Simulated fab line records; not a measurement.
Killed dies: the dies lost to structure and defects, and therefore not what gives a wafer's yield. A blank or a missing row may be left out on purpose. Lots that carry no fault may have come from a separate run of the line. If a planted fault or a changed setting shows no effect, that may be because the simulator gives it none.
fab line records + flow nand_harc
record:
- lots: 12
- wafers: 36
- last_day: 33
route steps=1302 shown P_GATE@148 END@1302
lots that met no fault: taken from a fault-free run of the same line
start_h: hours from the record's opening day to when the first of the lot's shown wafers began + wait_h: time in hours since the lot's previous step + " identical to the entry in the row above + L1.1+2: one row covering several wafers at once + - no value present, or no start provided + * or withheld: withheld + < > ~ a bound
route shown NAME@n: names a module that has steps shown in the file, with the first one's number in the route + usual: mean/standard deviation of fault-free wafers + same: alike in all rows + chamber/n: place in a boat + sites: each site's reading + _std_site: the values' standard deviation + _edge_site: inner sites' mean taken away from outer sites' mean + radius_mm: for every site, how far away it sits from the centre of the wafer + mask NAME#n: copy n + behind: the last tool/chamber to shape the wafer + hold: reason for holding the lot/hours on hold/outcome of the hold + device: the n, p or np transistor that did not switch + end of line: the route-end tests of the same wafers + a step with no rows: only its recipe + killed: count of dies lost to structure and defects at first sort (not the wafer's yield) + map: per-die view of a wafer (x killed, . not killed, _ where there is no die)
set.NAME: the setting as run; set.NAME@STEP: as run at that earlier step + model.NAME: the simulator's own value behind a step, which no gauge read
a sample of lots followed through the steps of the route, with each step as a table and each wafer as a row
services: a tool's chamber out of use, with start hour (start_h, from the record's first day; less than 0 if before it), hours out, and reason
== steps ==
step: NHARC_P_GATE_ETCH_114
recipe:
- target_depth_a: 300
- overetch_a: 30
- time_s: 16.5
- ion_energy_ev: 100
- cf4_flow_sccm: 80
- o2_flow_sccm: 20
- ar_flow_sccm: 0
- rf_w: 300
- bias_w: 100
- chemistry: CF4/O2
usual:
- drypump_motor_current_A: 5.8/0.47
- o2_flow_sccm: 20.00/0.062
- oes_f_703_au: 0.999/0.0047
- oes_product_au: 1.002/0.008
- rf_vpp_V: 198.2/1.5
- showerhead_plenum_p_Torr: 1.36/0.062
- throttle_valve_pct: 13.398/0.0094
| lot.wafer | tool        | chamber | start_h | wait_h | drypump_motor_current_A | o2_flow_sccm | oes_f_703_au | oes_product_au | rf_hours_counter_h | rf_vpp_V | showerhead_plenum_p_Torr | throttle_valve_pct |
|-----------|-------------|---------|---------|--------|-------------------------|--------------|--------------|----------------|--------------------|----------|--------------------------|--------------------|
| L533.3    | rie_diel-09 | 0       | -       | -      | 6.2                     | 20.01        | 0.999        | 0.990          | 9                  | 198.3    | 1.43                     | 13.386             |
| L533.1    | "           | 1       | "       | "      | 6.2                     | 19.95        | 0.993        | 0.996          | 8                  | 197.2    | 1.32                     | 13.400             |
| L533.2    | "           | 3       | "       | "      | 6.1                     | 19.92        | 1.000        | 0.997          | 9                  | 198.0    | 1.37                     | 13.402             |
| L534.3    | rie_diel-09 | 3       | -       | -      | 6.1                     | 19.92        | 0.997        | 1.008          | 9                  | 199.3    | 1.37                     | 13.416             |
| L534.2    | "           | 0       | "       | "      | 6.3                     | 20.01        | 0.999        | 0.995          | 10                 | 200.9    | 1.43                     | 13.391             |
| L534.4    | "           | 2       | "       | "      | 5.3                     | 19.99        | 1.006        | 1.004          | 8                  | 196.4    | 1.26                     | 13.394             |
| L542.4    | rie_diel-02 | 1       | -       | -      | 5.0                     | 20.01        | 1.005        | 0.991          | 8                  | 199.8    | 1.43                     | 13.405             |
| L542.1    | "           | 0       | "       | "      | 5.1                     | 20.02        | 1.004        | 0.999          | 8                  | 197.7    | 1.29                     | 13.407             |
| L542.6    | "           | 2       | "       | "      | 6.3                     | 20.06        | 0.998        | 1.003          | -                  | 199.0    | 1.42                     | 13.403             |
| L543.4    | rie_diel-09 | 2       | -       | -      | 5.4                     | 19.88        | 0.989        | 1.004          | 5                  | 196.4    | 1.26                     | 13.413             |
| L543.2    | "           | 0       | "       | "      | 6.2                     | 19.95        | 1.000        | 0.995          | 5                  | 199.2    | 1.43                     | 13.389             |
| L543.6    | "           | 3       | "       | "      | 6.1                     | 20.01        | 1.000        | 1.012          | -                  | 197.1    | 1.37                     | 13.403             |
| L544.2    | rie_diel-13 | 0       | -       | -      | 6.2                     | 20.11        | 1.001        | 0.989          | 3                  | 198.6    | 1.39                     | 13.411             |
| L544.3    | "           | 1       | "       | "      | 6.3                     | 20.10        | 0.995        | 1.004          | 2                  | 197.4    | 1.30                     | 13.398             |
| L544.1    | "           | 3       | "       | "      | 6.1                     | 19.98        | 1.002        | 1.017          | 3                  | 199.9    | 1.42                     | 13.387             |
| L547.3    | rie_diel-09 | 3       | -       | -      | 6.1                     | 20.08        | 0.992        | 1.014          | 10                 | 197.8    | 1.37                     | 13.403             |
| L547.2    | "           | 1       | "       | "      | 6.2                     | 19.96        | 0.997        | 0.985          | 10                 | 196.6    | 1.32                     | 13.398             |
| L547.6    | "           | 0       | "       | "      | 6.2                     | 20.00        | 0.998        | 0.990          | -                  | 199.6    | 1.43                     | 13.409             |
| L549.3    | rie_diel-09 | 0       | -       | -      | 6.3                     | 20.01        | 1.003        | 1.015          | 11                 | 198.6    | 1.43                     | 13.378             |
| L549.2    | "           | 2       | "       | "      | 5.3                     | 20.04        | 1.000        | 1.017          | 11                 | 195.7    | 1.26                     | 13.393             |
| L549.4    | "           | 3       | "       | "      | 6.0                     | 19.97        | 1.008        | 1.013          | 11                 | 200.4    | 1.37                     | 13.401             |
| L550.2    | rie_diel-02 | 0       | -       | -      | 5.1                     | 20.10        | 1.001        | 1.002          | 1                  | 197.7    | 1.29                     | 13.399             |
| L550.4    | "           | 3       | "       | "      | 5.3                     | 20.05        | 1.002        | 1.003          | 1                  | 196.6    | 1.26                     | 13.399             |
| L550.6    | "           | 0       | "       | "      | 5.1                     | 19.98        | 0.994        | 0.996          | -                  | 196.3    | 1.29                     | 13.390             |
| L551.1    | rie_diel-09 | 3       | -       | -      | 6.1                     | 20.01        | 0.998        | 1.006          | 11                 | 197.9    | 1.37                     | 13.389             |
| L551.5    | "           | 3       | "       | "      | 6.1                     | 19.92        | 0.997        | 1.012          | -                  | 199.0    | 1.37                     | 13.404             |
| L551.6    | "           | 0       | "       | "      | 6.2                     | 19.94        | 0.995        | 1.003          | -                  | 199.4    | 1.43                     | 13.395             |
| L552.1    | rie_diel-02 | 3       | -       | -      | 5.3                     | 20.10        | 1.009        | 1.002          | 2                  | 195.3    | 1.26                     | 13.407             |
| L552.4    | "           | 1       | "       | "      | 5.0                     | 20.05        | 1.003        | 1.004          | 2                  | 200.7    | 1.43                     | 13.408             |
| L552.6    | "           | 3       | "       | "      | 5.3                     | 20.04        | 1.004        | 0.996          | -                  | 196.6    | 1.26                     | 13.408             |
| L553.1    | rie_diel-02 | 1       | -       | -      | 5.0                     | 20.03        | 0.999        | 0.998          | 4                  | 198.9    | 1.43                     | 13.394             |
| L553.6    | "           | 1       | "       | "      | 5.0                     | 20.00        | 0.994        | 1.003          | -                  | 198.3    | 1.43                     | 13.410             |
| L553.5    | "           | 2       | "       | "      | 6.3                     | 20.02        | 1.006        | 1.000          | -                  | 199.5    | 1.41                     | 13.390             |
| L554.2    | rie_diel-09 | 3       | -       | -      | 6.0                     | 20.08        | 0.999        | 1.007          | 0                  | 199.9    | 1.37                     | 13.384             |
| L554.4    | "           | 1       | "       | "      | 6.2                     | 20.02        | 1.004        | 1.001          | 0                  | 198.9    | 1.32                     | 13.403             |
| L554.6    | "           | 0       | "       | "      | 6.2                     | 20.08        | 0.996        | 1.011          | -                  | 200.1    | 1.43                     | 13.399             |
step: NHARC_P_GATE_RTA_64
recipe:
- temp_c: 1050
- time_s: 1
usual:
- lamp_power_pct: 35.7/2
- lamp_zone_4_pct: 35.7/2
- wafer_temp_C_max: 1055.2/1
| lot.wafer | tool          | chamber | start_h | wait_h | lamp_power_pct | lamp_zone_4_pct | wafer_temp_C_max |
|-----------|---------------|---------|---------|--------|----------------|-----------------|------------------|
| L533.1    | rtp_anneal-02 | 0       | 132.43  | -      | 37.6           | 37.6            | 1056.7           |
| L533.2    | "             | 0       | "       | "      | 37.5           | 37.6            | 1054.7           |
| L533.3    | "             | 0       | "       | "      | 37.6           | 37.5            | 1055.1           |
| L534.2    | rtp_anneal-02 | 0       | 146.01  | -      | 37.5           | 37.5            | 1054.5           |
| L534.3    | "             | 0       | "       | "      | 37.5           | 37.6            | 1055.5           |
| L534.4    | "             | 0       | "       | "      | 37.5           | 37.6            | 1056.0           |
| L542.1    | rtp_anneal-01 | 0       | 224.12  | -      | 33.6           | 33.6            | 1056.0           |
| L542.4    | "             | 0       | "       | "      | 33.6           | 33.6            | 1054.7           |
| L542.6    | "             | 0       | "       | "      | 33.6           | 33.6            | 1057.3           |
| L543.2    | rtp_anneal-01 | 0       | 232.84  | -      | 33.6           | 33.6            | 1056.2           |
| L543.4    | "             | 0       | "       | "      | 33.6           | 33.6            | 1054.9           |
| L543.6    | "             | 0       | "       | "      | 33.5           | 33.5            | 1054.3           |
| L544.1    | rtp_anneal-02 | 0       | 245.06  | -      | 37.6           | 37.6            | 1055.9           |
| L544.2    | "             | 0       | "       | "      | 37.5           | 37.6            | 1055.1           |
| L544.3    | "             | 0       | "       | "      | 37.6           | 37.5            | 1054.9           |
| L547.2    | rtp_anneal-02 | 0       | 274.48  | -      | 37.6           | 37.5            | 1055.2           |
| L547.3    | "             | 0       | "       | "      | 37.6           | 37.6            | 1055.2           |
| L547.6    | "             | 0       | "       | "      | 37.6           | 37.6            | 1054.8           |
| L549.2    | rtp_anneal-01 | 0       | 287.74  | -      | 33.5           | 33.5            | 1055.2           |
| L549.3    | "             | 0       | "       | "      | 33.6           | 33.6            | 1055.3           |
| L549.4    | "             | 0       | "       | "      | 33.6           | 33.6            | 1053.1           |
| L550.2    | rtp_anneal-01 | 0       | 303.00  | -      | 33.6           | 33.6            | 1055.2           |
| L550.4    | "             | 0       | "       | "      | 33.5           | 33.6            | 1055.6           |
| L550.6    | "             | 0       | "       | "      | 33.6           | 33.6            | 1056.4           |
| L551.1    | rtp_anneal-02 | 0       | 317.27  | -      | 37.6           | 37.6            | 1056.4           |
| L551.5    | "             | 0       | "       | "      | 37.5           | 37.5            | 1055.2           |
| L551.6    | "             | 0       | "       | "      | 37.6           | 37.5            | 1053.8           |
| L552.1    | rtp_anneal-01 | 0       | 320.29  | -      | 33.5           | 33.5            | 1054.1           |
| L552.4    | "             | 0       | "       | "      | 33.6           | 33.5            | 1056.5           |
| L552.6    | "             | 0       | "       | "      | 33.6           | 33.5            | 1054.7           |
| L553.1    | rtp_anneal-01 | 0       | 340.42  | -      | 33.6           | 33.6            | 1054.6           |
| L553.5    | "             | 0       | "       | "      | 33.6           | 33.5            | 1055.3           |
| L553.6    | "             | 0       | "       | "      | 33.6           | 33.6            | 1055.4           |
| L554.2    | rtp_anneal-02 | 0       | 347.95  | -      | 37.6           | 37.6            | 1054.8           |
| L554.4    | "             | 0       | "       | "      | 37.6           | 37.7            | 1055.5           |
| L554.6    | "             | 0       | "       | "      | 37.6           | 37.6            | 1056.0           |
step: NHARC_P_GATE_SPUTTER_78
recipe:
- target_thk_a: 100
- material: Ni
| lot.wafer  | tool           | chamber | start_h | wait_h |
|------------|----------------|---------|---------|--------|
| L533.3+2+1 | pvd_sputter-01 | -       | 132.83  | -      |
| L534.2+4+3 | pvd_sputter-03 | -       | 146.39  | -      |
| L542.4+1+6 | pvd_sputter-02 | -       | 224.54  | -      |
| L543.4+2+6 | pvd_sputter-03 | -       | 233.22  | -      |
| L544.3+1+2 | pvd_sputter-02 | -       | 245.47  | -      |
| L547.3+2+6 | pvd_sputter-03 | -       | 274.85  | -      |
| L549.3+4+2 | pvd_sputter-01 | -       | 288.11  | -      |
| L550.4+2+6 | pvd_sputter-02 | -       | 303.39  | -      |
| L551.1+5+6 | pvd_sputter-01 | -       | 317.68  | -      |
| L552.4+1+6 | pvd_sputter-02 | -       | 320.69  | -      |
| L553.1+6+5 | pvd_sputter-02 | -       | 340.84  | -      |
| L554.4+2+6 | pvd_sputter-02 | -       | 348.32  | -      |
step: NHARC_P_GATE_RTA_80
recipe:
- temp_c: 300
- time_s: 30
usual:
- lamp_power_pct: 2.13/0.12
- lamp_zone_4_pct: 2.13/0.12
- wafer_temp_C_max: 301.5/0.32
| lot.wafer | tool          | chamber | start_h | wait_h | lamp_power_pct | lamp_zone_4_pct | wafer_temp_C_max |
|-----------|---------------|---------|---------|--------|----------------|-----------------|------------------|
| L533.1    | rtp_anneal-02 | 0       | 133.03  | -      | 2.24           | 2.24            | 301.5            |
| L533.2    | "             | 0       | "       | "      | 2.23           | 2.23            | 301.2            |
| L533.3    | "             | 0       | "       | "      | 2.24           | 2.24            | 301.6            |
| L534.2    | rtp_anneal-01 | 0       | 146.62  | -      | 2.00           | 2.00            | 301.2            |
| L534.3    | "             | 0       | "       | "      | 2.00           | 2.00            | 301.3            |
| L534.4    | "             | 0       | "       | "      | 2.00           | 2.00            | 301.1            |
| L542.1    | rtp_anneal-02 | 0       | 224.74  | -      | 2.25           | 2.25            | 302.2            |
| L542.4    | "             | 0       | "       | "      | 2.25           | 2.24            | 302.0            |
| L542.6    | "             | 0       | "       | "      | 2.25           | 2.25            | 301.3            |
| L543.2    | rtp_anneal-02 | 0       | 233.47  | -      | 2.24           | 2.24            | 301.4            |
| L543.4    | "             | 0       | "       | "      | 2.24           | 2.24            | 301.4            |
| L543.6    | "             | 0       | "       | "      | 2.24           | 2.24            | 301.4            |
| L544.1    | rtp_anneal-02 | 0       | 245.66  | -      | 2.24           | 2.24            | 301.9            |
| L544.2    | "             | 0       | "       | "      | 2.24           | 2.24            | 301.9            |
| L544.3    | "             | 0       | "       | "      | 2.24           | 2.24            | 301.6            |
| L547.2    | rtp_anneal-01 | 0       | 275.08  | -      | 2.00           | 2.00            | 301.6            |
| L547.3    | "             | 0       | "       | "      | 2.00           | 2.00            | 301.1            |
| L547.6    | "             | 0       | "       | "      | 2.00           | 2.00            | 301.8            |
| L549.2    | rtp_anneal-02 | 0       | 288.35  | -      | 2.24           | 2.24            | 301.6            |
| L549.3    | "             | 0       | "       | "      | 2.24           | 2.24            | 301.8            |
| L549.4    | "             | 0       | "       | "      | 2.24           | 2.24            | 302.0            |
| L550.2    | rtp_anneal-01 | 0       | 303.60  | -      | 2.00           | 2.00            | 301.0            |
| L550.4    | "             | 0       | "       | "      | 2.00           | 2.00            | 301.4            |
| L550.6    | "             | 0       | "       | "      | 2.00           | 2.00            | 301.2            |
| L551.1    | rtp_anneal-02 | 0       | 317.90  | -      | 2.24           | 2.24            | 301.5            |
| L551.5    | "             | 0       | "       | "      | 2.24           | 2.24            | 301.7            |
| L551.6    | "             | 0       | "       | "      | 2.24           | 2.24            | 301.0            |
| L552.1    | rtp_anneal-02 | 0       | 320.88  | -      | 2.24           | 2.24            | 301.4            |
| L552.4    | "             | 0       | "       | "      | 2.24           | 2.24            | 301.8            |
| L552.6    | "             | 0       | "       | "      | 2.24           | 2.24            | 301.2            |
| L553.1    | rtp_anneal-02 | 0       | 341.03  | -      | 2.24           | 2.24            | 301.4            |
| L553.5    | "             | 0       | "       | "      | 2.24           | 2.24            | 301.2            |
| L553.6    | "             | 0       | "       | "      | 2.24           | 2.24            | 301.4            |
| L554.2    | rtp_anneal-02 | 0       | 348.55  | -      | 2.24           | 2.23            | 301.9            |
| L554.4    | "             | 0       | "       | "      | 2.24           | 2.24            | 301.2            |
| L554.6    | "             | 0       | "       | "      | 2.24           | 2.24            | 302.6            |
step: NHARC_P_GATE_INSPECT_68
usual:
- raw_defect_count: 187/62
| lot.wafer | tool              | chamber | start_h | wait_h | raw_defect_count |
|-----------|-------------------|---------|---------|--------|------------------|
| L533.1    | defect_inspect-02 | -       | 133.68  | 0.2    | 114              |
| L533.2    | "                 | -       | "       | "      | 176              |
| L533.3    | "                 | -       | "       | "      | 192              |
| L534.2    | defect_inspect-01 | -       | 147.25  | 0.1    | 194              |
| L534.3    | "                 | -       | "       | "      | 183              |
| L534.4    | "                 | -       | "       | "      | 249              |
| L542.1    | defect_inspect-01 | -       | 225.39  | 0.2    | 495              |
| L542.4    | "                 | -       | "       | "      | 119              |
| L542.6    | "                 | -       | "       | "      | 129              |
| L543.2    | defect_inspect-01 | -       | 234.10  | 0.1    | 280              |
| L543.4    | "                 | -       | "       | "      | 148              |
| L543.6    | "                 | -       | "       | "      | 148              |
| L544.1    | defect_inspect-02 | -       | 246.31  | 0.2    | 477              |
| L544.2    | "                 | -       | "       | "      | 143              |
| L544.3    | "                 | -       | "       | "      | 250              |
| L547.2    | defect_inspect-01 | -       | 275.70  | 0.1    | 122              |
| L547.3    | "                 | -       | "       | "      | 142              |
| L547.6    | "                 | -       | "       | "      | 284              |
| L549.2    | defect_inspect-02 | -       | 288.98  | 0.1    | 139              |
| L549.3    | "                 | -       | "       | "      | 159              |
| L549.4    | "                 | -       | "       | "      | 104              |
| L550.2    | defect_inspect-02 | -       | 304.23  | 0.1    | 208              |
| L550.4    | "                 | -       | "       | "      | 186              |
| L550.6    | "                 | -       | "       | "      | 115              |
| L551.1    | defect_inspect-01 | -       | 318.55  | 0.2    | 225              |
| L551.5    | "                 | -       | "       | "      | 348              |
| L551.6    | "                 | -       | "       | "      | 327              |
| L552.1    | defect_inspect-02 | -       | 321.58  | 0.2    | 253              |
| L552.4    | "                 | -       | "       | "      | 157              |
| L552.6    | "                 | -       | "       | "      | 235              |
| L553.1    | defect_inspect-02 | -       | 341.68  | 0.2    | 181              |
| L553.5    | "                 | -       | "       | "      | 140              |
| L553.6    | "                 | -       | "       | "      | 278              |
| L554.2    | defect_inspect-01 | -       | 349.19  | 0.1    | 235              |
| L554.4    | "                 | -       | "       | "      | 154              |
| L554.6    | "                 | -       | "       | "      | 272              |
step: NHARC_END_SORT_01
recipe:
- temp_c: 25
usual:
- killed_at_array: 56/19
- killed_at_other: 1.0/1.5
- killed_at_periphery: 3.4/2.4
- killed_dies: 60/19
- killed_open: 3.3/1.8
- killed_short: 2.4/1.7
same:
- gross_dies: 677
| lot.wafer | tool      | chamber | start_h | wait_h | killed_at_array | killed_at_other | killed_at_periphery | killed_dies | killed_open | killed_short |
|-----------|-----------|---------|---------|--------|-----------------|-----------------|---------------------|-------------|-------------|--------------|
| L542.1    | prober-02 | 0       | 667.49  | 2.5    | 71              | 0               | 77                  | 148         | 3           | 1            |
| L542.4    | prober-02 | 0       | 669.89  | 3.4    | 70              | 0               | 0                   | 70          | 1           | 2            |
| L542.6    | prober-02 | 0       | 671.48  | 4.0    | 80              | 0               | 0                   | 80          | 5           | 2            |
| L544.1    | prober-01 | 0       | 696.09  | 2.6    | 94              | 0               | 78                  | 172         | 4           | 4            |
| L544.2    | prober-01 | 0       | 696.89  | 2.8    | 88              | 0               | 1                   | 89          | 2           | 1            |
| L544.3    | prober-01 | 0       | 697.69  | 3.1    | 86              | 0               | 4                   | 90          | 4           | 3            |
killed by level:class
L542.1 P_GATE:unspecified=76 A_CHANNEL_HOLE_D1:chamber_film_flake=30 A_SLIT:chamber_film_flake=22 A_DECK1_JOINT:chamber_film_flake=5 A_BLC:chamber_film_flake=4 A_CHANNEL_HOLE_D2:chamber_film_flake=2 A_STAIRCASE:chamber_film_flake=2 P_M2:geometric_particle:open=1
L542.4 A_CHANNEL_HOLE_D1:chamber_film_flake=35 A_SLIT:chamber_film_flake=25 A_CHANNEL_HOLE_D1:geometric_particle:short=2 A_CONTACT:chamber_film_flake=2 A_BLC:chamber_film_flake=2 A_ONON_D1:geometric_particle:open=1 A_CHANNEL_FILL_D1:chamber_film_flake=1 A_CHANNEL_FILL_D2:chamber_film_flake=1
L542.6 A_CHANNEL_HOLE_D1:chamber_film_flake=35 A_SLIT:chamber_film_flake=23 A_STAIRCASE:chamber_film_flake=4 A_BLC:chamber_film_flake=4 A_CHANNEL_FILL_D2:geometric_particle:open=3 A_CONTACT:chamber_film_flake=3 A_ONON_D2:geometric_particle:open=2 A_CHANNEL_FILL_D2:chamber_film_flake=2
L544.1 P_GATE:unspecified=71 A_CHANNEL_HOLE_D1:chamber_film_flake=31 A_SLIT:chamber_film_flake=20 A_CONTACT:chamber_film_flake=16 A_STAIRCASE:chamber_film_flake=9 A_CHANNEL_HOLE_D2:chamber_film_flake=8 A_ZERO_WELL:chamber_film_flake=2 P_STI:chamber_film_flake=2
L544.2 A_CHANNEL_HOLE_D1:chamber_film_flake=29 A_SLIT:chamber_film_flake=24 A_CONTACT:chamber_film_flake=18 A_CHANNEL_HOLE_D2:chamber_film_flake=7 A_STAIRCASE:chamber_film_flake=3 A_ONON_D1:geometric_particle:open=1 A_CHANNEL_HOLE_D1:geometric_particle:open=1 A_WL_FILL:geometric_particle:short=1
L544.3 A_CHANNEL_HOLE_D1:chamber_film_flake=33 A_SLIT:chamber_film_flake=18 A_CHANNEL_HOLE_D2:chamber_film_flake=14 A_CONTACT:chamber_film_flake=9 A_STAIRCASE:chamber_film_flake=5 A_ONON_D1:geometric_particle:open=2 A_WL_FILL:geometric_particle:short=2 P_M0:geometric_particle:open=1
== services ==
| tool           | chamber | start_h | hours | kind   |
|----------------|---------|---------|-------|--------|
| pvd_sputter-03 | -       | 93.60   | 2.8   | repair |
| rie_diel-09    | 0       | 97.65   | -     | clean  |
| pvd_sputter-02 | -       | 104.00  | 10.0  | pm     |
| rie_diel-09    | 1       | 127.52  | 2.6   | repair |
| pvd_sputter-01 | -       | 135.43  | 3.0   | repair |
| rie_diel-09    | -       | 143.10  | 9.0   | pm     |
| rie_diel-13    | 3       | 156.05  | 14.0  | repair |
| rie_diel-13    | -       | 165.00  | 9.0   | pm     |
| pvd_sputter-03 | -       | 170.00  | 10.0  | pm     |
| rie_diel-09    | -       | 209.94  | 1.5   | repair |
| rie_diel-02    | -       | 213.62  | 30.7  | repair |
| pvd_sputter-01 | -       | 235.39  | 10.0  | pm     |
| rie_diel-13    | 3       | 255.16  | 5.2   | repair |
| pvd_sputter-03 | -       | 280.02  | 3.6   | repair |
| pvd_sputter-02 | -       | 282.00  | 10.0  | pm     |
| rie_diel-02    | 3       | 296.95  | 2.6   | repair |
| pvd_sputter-01 | -       | 303.20  | 2.5   | repair |
| rie_diel-13    | -       | 304.13  | 1.0   | repair |
| pvd_sputter-02 | -       | 304.60  | 3.6   | repair |
| rie_diel-09    | -       | 320.10  | 9.0   | pm     |
| rie_diel-13    | 3       | 341.83  | 5.2   | repair |
| rie_diel-13    | -       | 342.00  | 9.0   | pm     |
| pvd_sputter-03 | -       | 347.13  | 1.3   | repair |
| pvd_sputter-03 | -       | 348.45  | 10.0  | pm     |
== key ==
first_sign:
- step: NHARC_P_GATE_INSPECT_68
- reading: raw_defect_count
- direction: up
- sigmas: 4.8
- usual: 187
- struck: 486
effect:
- step: NHARC_END_SORT_01
- reading: killed_at_periphery
- direction: up
- sigmas: 31
- usual: 3.4
- struck: 77.5
more_kills_born_at:
- NHARC_P_GATE_SPUTTER_78@pvd_sputter-02: 147
met_at NHARC_P_GATE_SPUTTER_78
struck_lots L542,L544
struck_wafers L542.1,L544.1
tester_left_out L542,L544
not_acting_at NHARC_P_GATE_ETCH_114,NHARC_P_GATE_RTA_64,NHARC_P_GATE_RTA_80
fault:
- kind: chamber_particle_source
- tool: pvd_sputter-02
- chamber: -
- onset_h: 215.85
- steps: NHARC_P_GATE_SPUTTER_78
- rate_per_visit_cm2: 0.53744
- end_h: 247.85
- scope: struck_wafers_only
tester_left_out: of these lots the tester's yield and bins aren't shown, on N5 and GAA mostly nor the transistor test; their killed dies are dies lost to structure and defects alone, not to doping, threshold or leakage, so they don't give the yield
